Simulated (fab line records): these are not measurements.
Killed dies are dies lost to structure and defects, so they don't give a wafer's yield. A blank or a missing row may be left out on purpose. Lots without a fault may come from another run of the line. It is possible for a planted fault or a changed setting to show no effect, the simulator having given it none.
Matching of chambers + flow nand-harc + NHARC_A_CONTACT_ETCH_110 on rie-diel-01: 4 sister chambers
The step etches the open film in CF4/O2, target depth 50 nm, overetch 5 nm, time 27.5 s. 4 wafers are shown with their chamber, then 7 later ones without.

## WAFERS WITH THEIR CHAMBER
| wafer  | chamber | drypump-motor-current-A (A) |
|--------|---------|-----------------------------|
| L091.5 | 1       | 5.6                         |
| L091.6 | 3       | 6.2                         |
| L089.2 | 0       | 6.3                         |
| L089.3 | 2       | 6.6                         |

## WAFERS WITHOUT THEIR CHAMBER
| wafer  | drypump-motor-current-A (A) |
|--------|-----------------------------|
| L089.5 | 5.7                         |
| L096.1 | 6.6                         |
| L096.2 | 6.2                         |
| L096.3 | 5.7                         |
| L097.2 | 5.6                         |
| L097.3 | 6.2                         |
| L097.5 | 6.3                         |

## WHICH CHAMBER EACH WENT THROUGH
| wafer  | from the rows above     | in truth |
|--------|-------------------------|----------|
| L089.5 | 1                       | 1        |
| L096.1 | 2                       | 2        |
| L096.2 | can't be placed: 3 or 0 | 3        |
| L096.3 | 1                       | 1        |
| L097.2 | 1                       | 1        |
| L097.3 | can't be placed: 3 or 0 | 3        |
| L097.5 | can't be placed: 0 or 3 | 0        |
Correct placement for 4 of the 7. These rows do not allow placing 3 (true chamber among the candidates in 3). Placed wrongly: 0.
How it was worked out, from the rows above alone: a wafer's distance from a chamber is the root of the sum, over the readings, of the square of ((its reading less the chamber's mean) divided by the reading's scatter). The wafer belongs to the nearest chamber; if the next one is less than 2 further off, it can't be placed. For every chamber, the mean is computed from those of its wafers that are shown. The scatter (one wafer shown for each chamber): square how far every hidden wafer sits from the nearest shown wafer, average those squares and take the square root.
